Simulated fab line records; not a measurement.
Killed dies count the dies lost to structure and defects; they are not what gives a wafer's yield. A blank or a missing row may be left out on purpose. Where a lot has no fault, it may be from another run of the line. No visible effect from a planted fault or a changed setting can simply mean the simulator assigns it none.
fab line records + flow n5-finfet
[record]
- lots = 12
- wafers = 35
- last-day = 18
route steps=1938 shown DUMMY_REMOVAL@378 HKMG_FIN@388 PASSIVATION@1936
lots with no fault: from the same line, run without faults
start-h: hours from the record's opening day to when the first of the lot's shown wafers began + wait-h: time in hours since the lot's previous step + " same as the row above + L1.1+2: one row covering several wafers at once + - no value, or no start given + * or withheld: withheld + < > ~ a bound
route shown NAME@n: NAME is a module with steps in the file, n the number in the route of the first one + usual: mean/standard deviation taken from wafers without a fault + same: alike in all rows + chamber/n: place in a boat + sites: per-site readings + _std_site: standard deviation of those values + _edge_site: mean of outer sites minus mean of inner sites + radius-mm: how far each site lies from the wafer's centre + mask NAME#n: copy n + behind: the tool/chamber that last shaped the wafer + hold: why the lot went on hold/how many hours it stayed there/how the hold came to an end + device: names the non-switching transistor (n, p or np) + end of line: the tests these same wafers got at the end of their route + for a step that has no rows: nothing shown but its recipe + killed: count of dies lost to structure and defects at first sort (not the wafer's yield) + map: a wafer's dies, marking killed ones x, the rest . and places with no die _
set.NAME: the setting that was run; set.NAME@STEP: the one run at that earlier step + model.NAME: the simulator's own value behind a step, which no gauge read
one table for each step of the route and one row for each wafer, over a sample of lots
services: when a tool's chamber went out of use (start-h, in hours from the record's first day, below 0 if earlier), for how many hours, and the reason
[[steps]]
[step N5_DUMMY_REMOVAL_STRIP_10]
[recipe]
- chemistry = N2/H2
- time-s = 40
- power-w = 100
- temp-c = 40
- pressure-mtorr = 100
- rf-frequency-hz = 6e+07
- bias-power-w = 3
- n2-flow-sccm = 300
- h2-flow-sccm = 300
[usual]
- drypump-motor-current-A = 5.8/0.45
- oes-product-au = 0.85/0.088
- rf-vpp-V = 45.2/0.83
- showerhead-plenum-p-Torr = 3.37/0.092
- throttle-valve-pct = 12.00/0.27
| lot.wafer | tool        | chamber | start-h | wait-h | drypump-motor-current-A | oes-product-au | rf-hours-counter-h | rf-vpp-V | showerhead-plenum-p-Torr | throttle-valve-pct |
|-----------|-------------|---------|---------|--------|-------------------------|----------------|--------------------|----------|--------------------------|--------------------|
| L913.1    | rie-diel-01 | 0       | 71.02   | 0.0    | 5.5                     | 0.68           | 257                | 45.4     | 3.30                     | 12.50              |
| L913.4    | "           | 3       | "       | "      | 6.0                     | 0.92           | -                  | 44.5     | 3.44                     | 11.90              |
| L913.6    | "           | 2       | "       | "      | 5.3                     | 0.68           | -                  | 45.9     | 3.28                     | 12.22              |
| L914.2    | rie-diel-01 | 3       | 77.93   | 0.0    | 6.0                     | 0.91           | 14                 | 44.8     | 3.44                     | 11.93              |
| L914.3    | "           | 0       | "       | "      | 5.5                     | 0.68           | -                  | 47.0     | 3.30                     | 12.52              |
| L914.6    | "           | 3       | "       | "      | 6.0                     | 0.90           | -                  | 44.7     | 3.44                     | 11.93              |
| L923.3    | rie-diel-01 | 1       | 133.02  | 0.0    | 5.4                     | 0.92           | 15                 | 44.4     | 3.31                     | 11.63              |
| L923.4    | "           | 3       | "       | "      | 6.0                     | 0.88           | 31                 | 46.7     | 3.43                     | 11.96              |
| L923.6    | "           | 2       | "       | "      | 5.3                     | 0.99           | -                  | 44.4     | 3.27                     | 11.59              |
| L924.1    | rie-diel-03 | 2       | 139.22  | 0.0    | 5.8                     | 0.80           | 94                 | 45.8     | 3.42                     | 12.03              |
| L924.3    | "           | 0       | "       | "      | 6.1                     | 0.87           | 46                 | 45.1     | 3.43                     | 12.26              |
| L924.5    | "           | 0       | "       | "      | 6.1                     | 0.86           | -                  | 45.4     | 3.43                     | 12.23              |
| L925.1    | rie-diel-03 | 2       | 145.87  | 0.0    | 5.8                     | 0.80           | 97                 | 44.9     | 3.41                     | 12.03              |
| L925.3    | "           | 1       | "       | "      | 6.6                     | 0.77           | 144                | 45.6     | 3.36                     | 12.20              |
| L925.6    | "           | 1       | "       | "      | 6.6                     | 0.78           | -                  | 44.7     | 3.36                     | 12.21              |
| L927.1    | rie-diel-01 | 1       | 155.38  | 0.0    | 5.4                     | 0.89           | 24                 | 44.7     | 3.30                     | 11.66              |
| L927.4    | "           | 0       | "       | "      | 5.5                     | 0.93           | 16                 | 44.1     | 3.29                     | 11.89              |
| L927.5    | "           | 0       | "       | "      | 5.5                     | 0.93           | -                  | 44.8     | 3.29                     | 11.90              |
| L929.3    | rie-diel-01 | 3       | 166.84  | 0.0    | 6.1                     | 0.86           | 44                 | 44.1     | 3.42                     | 11.99              |
| L929.4    | "           | 2       | "       | "      | 5.3                     | 0.94           | 14                 | 44.9     | 3.26                     | 11.63              |
| L929.6    | "           | 3       | "       | "      | 6.1                     | 0.86           | -                  | 46.1     | 3.42                     | 12.00              |
| L930.2    | rie-diel-01 | 1       | 172.83  | 0.0    | 5.4                     | 0.89           | 29                 | 45.7     | 3.30                     | 11.66              |
| L930.3    | "           | 2       | "       | "      | 5.3                     | 0.93           | 16                 | 45.2     | 3.26                     | 11.64              |
| L930.5    | "           | 3       | "       | "      | 6.1                     | 0.86           | -                  | 46.1     | 3.42                     | 12.00              |
| L931.2    | rie-diel-05 | 2       | 179.33  | 0.0    | 5.1                     | 0.84           | 68                 | 45.3     | 3.27                     | 12.04              |
| L931.5    | "           | 3       | "       | "      | 5.8                     | 0.71           | -                  | 45.2     | 3.49                     | 12.59              |
| L933.2    | rie-diel-01 | 1       | 193.48  | 0.0    | 5.4                     | 0.87           | 37                 | 46.2     | 3.30                     | 11.69              |
| L933.3    | "           | 2       | "       | "      | 5.3                     | 0.92           | 24                 | 43.8     | 3.26                     | 11.63              |
| L933.6    | "           | 1       | "       | "      | 5.4                     | 0.87           | -                  | 46.8     | 3.30                     | 11.68              |
| L934.2    | rie-diel-03 | 2       | 195.37  | 0.0    | 5.8                     | 0.77           | 115                | 45.3     | 3.40                     | 12.06              |
| L934.5    | "           | 3       | "       | "      | 6.5                     | 0.89           | -                  | 46.1     | 3.57                     | 11.89              |
| L934.6    | "           | 0       | "       | "      | 6.1                     | 0.83           | -                  | 44.8     | 3.42                     | 12.29              |
| L936.2    | rie-diel-05 | 0       | 211.67  | 0.0    | 5.1                     | 0.71           | 190                | 45.5     | 3.25                     | 12.34              |
| L936.3    | "           | 3       | "       | "      | 5.8                     | 0.71           | 205                | 44.4     | 3.49                     | 12.60              |
| L936.6    | "           | 0       | "       | "      | 5.1                     | 0.70           | -                  | 43.4     | 3.25                     | 12.33              |
[step N5_HKMG_FIN_ALD_74]
[recipe]
- material = La2O3
- target-thk-a = 5
- temp-c = 250
- ald-precursor-family = La-Cp
- ald-co-reactant = O3
- pulse-time-s = 6
- co-reactant-pulse-time-s = 1
- purge-time-s = 3
- co-reactant-purge-time-s = 3
[usual]
- heater-power-w = 347/23
- precursor-pulse-height-rel = 1.001/0.019
| lot.wafer | tool      | chamber | start-h | wait-h | heater-power-w | precursor-pulse-height-rel |
|-----------|-----------|---------|---------|--------|----------------|----------------------------|
| L913.1    | ald-hk-02 | 0       | 72.14   | 0.2    | 341            | 0.994                      |
| L913.4    | "         | 1       | "       | "      | 339            | 1.000                      |
| L913.6    | "         | 0       | "       | "      | 343            | 0.990                      |
| L914.2    | ald-hk-03 | 2       | 78.89   | 0.2    | 339            | 0.963                      |
| L914.3    | "         | 1       | "       | "      | 382            | 1.020                      |
| L914.6    | "         | 3       | "       | "      | 345            | 0.988                      |
| L923.3    | ald-hk-03 | 2       | 134.12  | 0.1    | 337            | 1.025                      |
| L923.4    | "         | 0       | "       | "      | 326            | 1.005                      |
| L923.6    | "         | 1       | "       | "      | 380            | 0.999                      |
| L924.1    | ald-hk-02 | 3       | 140.15  | 0.2    | 386            | 1.000                      |
| L924.3    | "         | 0       | "       | "      | 352            | 1.035                      |
| L924.5    | "         | 3       | "       | "      | 376            | 0.994                      |
| L925.1    | ald-hk-01 | 1       | 146.79  | 0.2    | 321            | 1.014                      |
| L925.3    | "         | 0       | "       | "      | 362            | 0.999                      |
| L925.6    | "         | 3       | "       | "      | 378            | 1.011                      |
| L927.1    | ald-hk-02 | 0       | 156.31  | 0.2    | 345            | 0.990                      |
| L927.4    | "         | 1       | "       | "      | 335            | 1.033                      |
| L927.5    | "         | 0       | "       | "      | 353            | 1.047                      |
| L929.3    | ald-hk-03 | 2       | 167.76  | 0.1    | 336            | 1.007                      |
| L929.4    | "         | 1       | "       | "      | 359            | 1.021                      |
| L929.6    | "         | 0       | "       | "      | 328            | 0.997                      |
| L930.2    | ald-hk-01 | 2       | 173.75  | 0.2    | 346            | 1.007                      |
| L930.3    | "         | 0       | "       | "      | 359            | 1.009                      |
| L930.5    | "         | 3       | "       | "      | 371            | 0.996                      |
| L931.2    | ald-hk-01 | 2       | 180.40  | 0.2    | 351            | 0.989                      |
| L931.5    | "         | 3       | "       | "      | 365            | 0.970                      |
| L933.2    | ald-hk-03 | 3       | 194.56  | 0.2    | 341            | 0.967                      |
| L933.3    | "         | 1       | "       | "      | 363            | 1.027                      |
| L933.6    | "         | 0       | "       | "      | 336            | 1.013                      |
| L934.2    | ald-hk-02 | 3       | 196.34  | 0.2    | 371            | 1.018                      |
| L934.5    | "         | 2       | "       | "      | 287            | 0.977                      |
| L934.6    | "         | 3       | "       | "      | 376            | 1.014                      |
| L936.2    | ald-hk-01 | 0       | 212.59  | 0.2    | 367            | 0.996                      |
| L936.3    | "         | 1       | "       | "      | 323            | 0.999                      |
| L936.6    | "         | 3       | "       | "      | 367            | 1.018                      |
[step N5_HKMG_FIN_STRIP_60]
[recipe]
- chemistry = N2/H2
- power-w = 2500
- temp-c = 300
- h2-frac = 0.65
- time-s = 360
- pressure-mtorr = withheld
- n2-flow-sccm = 1750
- h2-flow-sccm = 3250
[usual]
- drypump-motor-current-A = 5.7/0.41
- heater-power-w = 500/33
| lot.wafer | tool            | chamber | start-h | wait-h | drypump-motor-current-A | heater-power-w | rf-hours-counter-h |
|-----------|-----------------|---------|---------|--------|-------------------------|----------------|--------------------|
| L913.1    | plasma-asher-01 | 1       | 73.77   | 0.0    | 6.3                     | 532            | 46                 |
| L913.4    | "               | 0       | "       | "      | 5.5                     | 491            | -                  |
| L913.6    | "               | 1       | "       | "      | 6.2                     | 547            | -                  |
| L914.2    | plasma-asher-02 | 0       | 80.40   | 0.0    | 5.1                     | 495            | 78                 |
| L914.3    | "               | 0       | "       | "      | 5.1                     | 501            | -                  |
| L914.6    | "               | 0       | "       | "      | 5.1                     | 521            | -                  |
| L923.3    | plasma-asher-02 | 1       | 135.95  | 0.1    | 5.8                     | 450            | -                  |
| L923.4    | "               | 0       | "       | "      | 5.1                     | 518            | -                  |
| L923.6    | "               | 1       | "       | "      | 5.8                     | 439            | -                  |
| L924.1    | plasma-asher-01 | 0       | 141.78  | 0.0    | 5.4                     | 502            | 58                 |
| L924.3    | "               | 1       | "       | "      | 6.2                     | 541            | -                  |
| L924.5    | "               | 0       | "       | "      | 5.5                     | 508            | -                  |
| L925.1    | plasma-asher-02 | 0       | 148.30  | 0.0    | 5.1                     | 507            | 92                 |
| L925.3    | "               | 1       | "       | "      | 5.8                     | 457            | -                  |
| L925.6    | "               | 1       | "       | "      | 5.8                     | 443            | -                  |
| L927.1    | plasma-asher-01 | 1       | 157.82  | 0.0    | 6.2                     | 539            | 62                 |
| L927.4    | "               | 1       | "       | "      | 6.3                     | 534            | -                  |
| L927.5    | "               | 1       | "       | "      | 6.2                     | 547            | -                  |
| L929.3    | plasma-asher-02 | 0       | 169.39  | 0.1    | 5.1                     | 505            | -                  |
| L929.4    | "               | 1       | "       | "      | 5.8                     | 442            | -                  |
| L929.6    | "               | 0       | "       | "      | 5.2                     | 516            | -                  |
| L930.2    | plasma-asher-01 | 0       | 175.70  | 0.0    | 5.5                     | 503            | 65                 |
| L930.3    | "               | 0       | "       | "      | 5.5                     | 500            | -                  |
| L930.5    | "               | 0       | "       | "      | 5.5                     | 499            | -                  |
| L931.2    | plasma-asher-02 | 0       | 182.11  | 0.0    | 5.1                     | 510            | 99                 |
| L931.5    | "               | 0       | "       | "      | 5.1                     | 517            | -                  |
| L933.2    | plasma-asher-02 | 1       | 196.07  | 0.0    | 5.8                     | 457            | 101                |
| L933.3    | "               | 0       | "       | "      | 5.1                     | 519            | -                  |
| L933.6    | "               | 0       | "       | "      | 5.1                     | 507            | -                  |
| L934.2    | plasma-asher-01 | 0       | 198.02  | 0.0    | 5.5                     | 505            | 70                 |
| L934.5    | "               | 1       | "       | "      | 6.3                     | 537            | -                  |
| L934.6    | "               | 0       | "       | "      | 5.5                     | 505            | -                  |
| L936.2    | plasma-asher-01 | 1       | 214.10  | 0.0    | 6.2                     | 534            | 74                 |
| L936.3    | "               | 1       | "       | "      | 6.2                     | 536            | -                  |
| L936.6    | "               | 1       | "       | "      | 6.3                     | 533            | -                  |
[step N5_HKMG_FIN_WET_ETCH_82]
[recipe]
- chemistry = dHCl
- mix = 1:10000
- temp-c = 25
- target = La2O3
- stop-on = HfO2
- target-depth-nm = 2
- dry = ipa-marangoni
- rinse-time-s = 30
- rinse-temp-c = 23
[usual]
- bath-heat-duty-pct = 6.5/0.66
- rinse-temp-c = 23.00/0.11
| lot.wafer | tool         | chamber | start-h | wait-h | bath-heat-duty-pct | rinse-temp-c |
|-----------|--------------|---------|---------|--------|--------------------|--------------|
| L913.1    | wet-bench-06 | 2       | 75.05   | 0.0    | 5.4                | 23.15        |
| L913.4    | "            | 7       | "       | "      | 5.9                | 22.96        |
| L913.6    | "            | 3       | "       | "      | 6.2                | 23.12        |
| L914.2    | wet-bench-01 | 4       | 81.60   | 0.0    | 7.2                | 22.97        |
| L914.3    | "            | 5       | "       | "      | 6.8                | 23.02        |
| L914.6    | "            | 2       | "       | "      | 6.7                | 23.08        |
| L923.3    | wet-bench-02 | 0       | 137.18  | 0.0    | -                  | -            |
| L923.4    | "            | 7       | "       | "      | -                  | -            |
| L923.6    | "            | 6       | "       | "      | -                  | -            |
| L924.1    | wet-bench-06 | 6       | 142.98  | 0.0    | -                  | -            |
| L924.3    | "            | 1       | "       | "      | -                  | -            |
| L924.5    | "            | 2       | "       | "      | -                  | -            |
| L925.1    | wet-bench-01 | 0       | 149.54  | 0.0    | -                  | -            |
| L925.3    | "            | 1       | "       | "      | -                  | -            |
| L925.6    | "            | 7       | "       | "      | -                  | -            |
| L927.1    | wet-bench-01 | 6       | 159.02  | 0.0    | 8.2                | 22.96        |
| L927.4    | "            | 5       | "       | "      | 6.6                | 22.83        |
| L927.5    | "            | 4       | "       | "      | 7.1                | 23.09        |
| L929.3    | wet-bench-02 | 7       | 170.46  | 0.0    | 7.2                | 23.21        |
| L929.4    | "            | 1       | "       | "      | 7.0                | 23.05        |
| L929.6    | "            | 6       | "       | "      | 6.6                | 23.09        |
| L930.2    | wet-bench-06 | 6       | 176.90  | 0.0    | 5.7                | 23.04        |
| L930.3    | "            | 3       | "       | "      | 6.4                | 23.12        |
| L930.5    | "            | 5       | "       | "      | 5.9                | 23.04        |
| L931.2    | wet-bench-06 | 4       | 183.34  | 0.0    | 6.5                | 23.17        |
| L931.5    | "            | 5       | "       | "      | 6.8                | 23.00        |
| L933.2    | wet-bench-01 | 1       | 197.31  | 0.0    | 6.3                | 22.96        |
| L933.3    | "            | 3       | "       | "      | 6.0                | 23.13        |
| L933.6    | "            | 0       | "       | "      | 7.0                | 22.92        |
| L934.2    | wet-bench-01 | 0       | 199.21  | 0.0    | 6.4                | 23.06        |
| L934.5    | "            | 3       | "       | "      | 7.1                | 22.98        |
| L934.6    | "            | 4       | "       | "      | 5.9                | 22.90        |
| L936.2    | wet-bench-01 | 2       | 215.30  | 0.0    | 5.6                | 23.00        |
| L936.3    | "            | 0       | "       | "      | 6.5                | 22.82        |
| L936.6    | "            | 3       | "       | "      | 6.9                | 22.89        |
[step N5_PASSIVATION_PROBE_49]
[usual]
- killed_at_M0_to_M3 = 32/11
- killed_at_M4_up = 12/4.4
- killed-at-contacts = 13/6.1
- killed-at-front-end = 39/12
- killed-at-other = 3.9/3
- killed-dies = 100/17
- killed-open = 66/12
- killed-short = 33/7.4
[same]
- gross-dies = 1180
- killed-at-back-side = 0
| lot.wafer | tool      | chamber | start-h | wait-h | killed_at_M0_to_M3 | killed_at_M4_up | killed-at-contacts | killed-at-front-end | killed-at-other | killed-dies | killed-open | killed-short |
|-----------|-----------|---------|---------|--------|--------------------|-----------------|--------------------|---------------------|-----------------|-------------|-------------|--------------|
| L923.3    | prober-02 | -       | 340.28  | 0.1    | 25                 | 9               | 11                 | 32                  | 2               | 79          | 45          | 30           |
| L923.4    | prober-02 | -       | 340.33  | 0.2    | 17                 | 17              | 17                 | 28                  | 1               | 80          | 59          | 20           |
| L923.6    | prober-02 | -       | 340.43  | 0.3    | 24                 | 14              | 3                  | 24                  | 2               | 67          | 45          | 22           |
| L925.1    | prober-02 | -       | 353.61  | 0.0    | 38                 | 8               | 17                 | 58                  | 7               | 128         | 86          | 39           |
| L925.3    | prober-02 | -       | 353.71  | 0.1    | 34                 | 8               | 8                  | 49                  | 4               | 103         | 72          | 28           |
| L925.6    | prober-02 | -       | 353.86  | 0.3    | 31                 | 18              | 11                 | 47                  | 11              | 118         | 70          | 44           |
| L927.1    | prober-02 | -       | 369.75  | 0.0    | 27                 | 11              | 14                 | 37                  | 1               | 90          | 55          | 33           |
| L927.4    | prober-02 | -       | 369.90  | 0.2    | 49                 | 14              | 22                 | 44                  | 1               | 130         | 88          | 39           |
| L927.5    | prober-02 | -       | 369.95  | 0.2    | 43                 | 13              | 18                 | 25                  | 2               | 101         | 69          | 31           |
// killed by level:class
L923.3 MOL_CONTACT_COAG:geometric-particle:open=10 FIN_SAQP:geometric-particle:short=6 BEOL_M1:geometric-particle:open=6 FIN_SAQP:geometric-particle:open=4 BEOL_M2:geometric-particle:open=4 STI_FIN_REVEAL:geometric-particle:open=3 GATE_CUT:geometric-particle:short=3 BEOL_M0_SAQP:geometric-particle:short=3
L923.4 MOL_CONTACT_COAG:geometric-particle:open=14 BEOL_M4:geometric-particle:open=12 FIN_SAQP:geometric-particle:short=6 BEOL_M0_SAQP:geometric-particle:short=6 FIN_SAQP:geometric-particle:open=5 DUMMY_GATE:geometric-particle:open=5 BEOL_M0_SAQP:geometric-particle:open=5 ILD0:geometric-particle:open=3
L923.6 BEOL_M0_SAQP:geometric-particle:short=8 BEOL_M0_SAQP:geometric-particle:open=8 FIN_SAQP:geometric-particle:open=7 BEOL_M5:geometric-particle:open=5 STI_FIN_REVEAL:geometric-particle:open=4 BEOL_M4:geometric-particle:open=4 ILD0:geometric-particle:short=3 MOL_CONTACT_COAG:geometric-particle:open=3
L925.1 STI_FIN_REVEAL:geometric-particle:open=15 FIN_SAQP:geometric-particle:open=13 FIN_SAQP:geometric-particle:short=12 MOL_CONTACT_COAG:geometric-particle:open=12 BEOL_M0_SAQP:geometric-particle:open=11 BEOL_M0_SAQP:geometric-particle:short=9 BEOL_M1:geometric-particle:open=8 DUMMY_GATE:geometric-particle:open=5
L925.3 STI_FIN_REVEAL:geometric-particle:open=18 BEOL_M3:geometric-particle:open=10 DUMMY_GATE:geometric-particle:open=9 BEOL_M1:geometric-particle:open=6 FIN_SAQP:geometric-particle:short=5 MOL_CONTACT_COAG:geometric-particle:open=5 BEOL_M0_SAQP:geometric-particle:short=5 BEOL_M2:geometric-particle:open=5
L925.6 STI_FIN_REVEAL:geometric-particle:open=19 MOL_CONTACT_COAG:geometric-particle:open=9 FIN_SAQP:geometric-particle:short=8 BEOL_M0_SAQP:geometric-particle:open=8 BEOL_M0_SAQP:geometric-particle:short=7 BEOL_M1:geometric-particle:open=6 BEOL_M1:geometric-particle:short=5 BEOL_M4:geometric-particle:open=5
L927.1 STI_FIN_REVEAL:geometric-particle:open=14 MOL_CONTACT_COAG:geometric-particle:open=11 BEOL_M0_SAQP:geometric-particle:short=7 FIN_SAQP:geometric-particle:short=6 STARTING-WAFER:geometric-particle:open=6 BEOL_M2:geometric-particle:open=5 BEOL_M4:geometric-particle:open=5 BEOL_M1:geometric-particle:short=3
L927.4 MOL_CONTACT_COAG:geometric-particle:open=17 BEOL_M2:geometric-particle:open=17 FIN_SAQP:geometric-particle:short=11 FIN_SAQP:geometric-particle:open=10 BEOL_M0_SAQP:geometric-particle:short=9 BEOL_M4:geometric-particle:open=9 STI_FIN_REVEAL:geometric-particle:open=8 BEOL_M1:geometric-particle:open=6
L927.5 MOL_CONTACT_COAG:geometric-particle:open=15 BEOL_M3:geometric-particle:open=12 STI_FIN_REVEAL:geometric-particle:open=11 BEOL_M0_SAQP:geometric-particle:short=7 BEOL_M4:geometric-particle:open=5 BEOL_M3:geometric-particle:short=4 BEOL_M0_SAQP:geometric-particle:open=4 BEOL_M1:geometric-particle:open=4
[[services]]
| tool            | chamber | start-h | hours | kind   |
|-----------------|---------|---------|-------|--------|
| ald-hk-02       | -       | 49.60   | 1.1   | repair |
| rie-diel-01     | 1       | 50.43   | 1.8   | repair |
| rie-diel-01     | 0       | 50.97   | 8.6   | repair |
| rie-diel-05     | 2       | 52.48   | 3.9   | repair |
| wet-bench-06    | -       | 65.36   | 1.9   | repair |
| rie-diel-01     | 2       | 76.26   | 18.7  | repair |
| rie-diel-05     | 3       | 77.89   | 10.9  | repair |
| rie-diel-03     | 0       | 77.97   | 4.1   | repair |
| ald-hk-01       | -       | 86.06   | 1.2   | repair |
| rie-diel-01     | 3       | 87.47   | 5.0   | repair |
| rie-diel-01     | -       | 116.47  | 2.8   | pm     |
| rie-diel-05     | 0       | 118.41  | 3.1   | repair |
| rie-diel-03     | -       | 134.45  | 2.8   | pm     |
| rie-diel-05     | -       | 139.00  | 2.8   | pm     |
| plasma-asher-01 | -       | 148.73  | 0.3   | repair |
| plasma-asher-01 | -       | 155.41  | 2.2   | repair |
| rie-diel-05     | 3       | 158.44  | 5.2   | repair |
| ald-hk-02       | -       | 164.56  | 1.5   | repair |
| wet-bench-01    | -       | 171.16  | 0.8   | repair |
| rie-diel-05     | -       | 183.76  | 15.6  | pm     |
| rie-diel-05     | 0       | 200.72  | 8.9   | repair |
| plasma-asher-01 | -       | 201.50  | 0.9   | repair |
| rie-diel-05     | 1       | 203.12  | 7.6   | repair |
| plasma-asher-02 | -       | 205.23  | 9.1   | repair |
[[key]]
[first-sign]
- step = N5_HKMG_FIN_WET_ETCH_82
- reading = tool-record
- direction = missing
effect none on later readings
met-at N5_HKMG_FIN_WET_ETCH_82
struck-lots L923,L924,L925
tester-left-out L923,L924,L925
not-acting-at N5_DUMMY_REMOVAL_STRIP_10,N5_HKMG_FIN_ALD_74,N5_HKMG_FIN_STRIP_60
onset-between 81.60 137.18
[fault]
- kind = skipped-step-whole
- tool = wet-bench-01,wet-bench-02,wet-bench-06
- chamber = -
- onset-h = 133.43
- steps = N5_HKMG_FIN_WET_ETCH_82
- scope = struck-lots-only
// tester-left-out: of these lots the tester's yield and bins aren't shown, on N5 and GAA mostly nor the transistor test; their killed dies are dies lost to structure and defects alone, not to doping, threshold or leakage, so they don't give the yield
